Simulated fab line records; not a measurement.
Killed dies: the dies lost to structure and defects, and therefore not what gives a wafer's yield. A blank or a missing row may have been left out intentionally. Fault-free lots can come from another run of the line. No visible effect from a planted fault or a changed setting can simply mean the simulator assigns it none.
A lot that was struck, set against a sound lot    flow nandHarc    13 steps out of a route of 1159
Sound: these wafers, L367.1, L367.4, L367.5. Struck: wafer L373.4 (left out: L373.2, a lot-mate that was not struck); the cause follows at the end.
Order at every step that has rows: each side's tool, ch and its chambers, its first start. Under that, the readings that differ: sound wafers    struck wafers    difference of the means    sigmas: that difference in standard deviations of wafers without a fault.
alike: same words and numbers on both sides, and readings whose means sit less than 2 such deviations apart. not compared: any withheld reading, any reading some wafer has no value for, any bound like >300 that may hide the same value, and any number with overlapping values for which the record gives no deviation.
The two part at a step that has a row with sigmas, a row that says differs or no value, or rows on one side only. When numbers do not overlap yet have no deviation, they are printed without sigmas and do not part them. A reading missing from all wafers of one side parts the sides only when that side holds two or more wafers.

first, 4 steps without rows for these wafers: NHARC_A_WL_FILL_STRIP_28 (strips in post etch residue remover, time 1200 s); NHARC_A_WL_FILL_PRECLEAN_06 (cleans in DIW, time 300 s); NHARC_A_WL_FILL_SRD_07; NHARC_A_WL_FILL_ANNEAL_08 (time 1800 s).
NHARC_A_WL_FILL_ALD_10: deposits SiO2, target thk 50 nm, pulse time 10 s, ald cycles 500.
  sound on aldHk-02 ch 2,3, day 16 02:08; struck on aldHk-02 ch 2, day 18 18:09
  alike: heaterPowerW, precursorPulseHeightRel
NHARC_A_WL_FILL_ETCHBACK_16: etches the open film in C4F8/O2/Ar, target depth 88 nm, time 17.6 s.
  sound: rieDiel-10 ch 0,1; struck: rieDiel-12 ch 0
  alike: oesProductAu, rfVppV, runLengthS
  not compared: rfHoursCounterH
NHARC_A_WL_FILL_STRIP_29: strips in O2, time 20 s.
  sound on rieDiel-10 ch 2,3, day 16 06:53; struck on rieDiel-12 ch 2, day 18 22:55
reading              sound              struck  difference  sigmas
oesProductAu (a.u.)  0.994 1.010 1.024  0.981   -0.028      -2
  alike: drypumpMotorCurrentA, rfVppV, showerheadPlenumPTorr, throttleValvePct
  not compared: rfHoursCounterH
NHARC_A_WL_FILL_ETCHBACK_17: etches the open film in Cl2/BCl3, target depth 4 nm, time 26.7 s.
  sound on rieMetal-02 ch 0,1, day 16 06:58; struck on rieMetal-02 ch 1, day 18 23:02
  alike: drypumpMotorCurrentA, oesProductAu, runLengthS
  not compared: rfHoursCounterH
then, 3 steps without rows for these wafers: NHARC_A_WL_FILL_PRECLEAN_18 (cleans in dHF, time 30 s); NHARC_A_WL_FILL_SRD_21; NHARC_A_WL_FILL_CVD_23 (deposits poly-Si, target thk 40 nm, time 800 s).
NHARC_A_WL_FILL_ETCHBACK_26: etches the open film in HBr, target depth 52 nm, time 13.3 s.
  sound on rieSi-01 ch 0,1,3, day 16 12:23; struck on rieSi-05 ch 3, day 19 04:23
reading              sound              struck  difference  sigmas
oesProductAu (a.u.)  0.999 0.979 0.995  1.023   +0.032      +2
runLengthS (s)       33.8 34.1 34.1     30.9    -3.1        -7
  alike: drypumpMotorCurrentA, throttleValvePct
  not compared: rfHoursCounterH
then, 1 step without rows for these wafers: NHARC_A_WL_FILL_PRECLEAN_30 (cleans in dHF, time 10 s).

## WHERE THEY PART
Last at NHARC_A_WL_FILL_ETCHBACK_26 as far as this record goes, first at NHARC_A_WL_FILL_STRIP_29.

WHY: the cause the simulator had injected
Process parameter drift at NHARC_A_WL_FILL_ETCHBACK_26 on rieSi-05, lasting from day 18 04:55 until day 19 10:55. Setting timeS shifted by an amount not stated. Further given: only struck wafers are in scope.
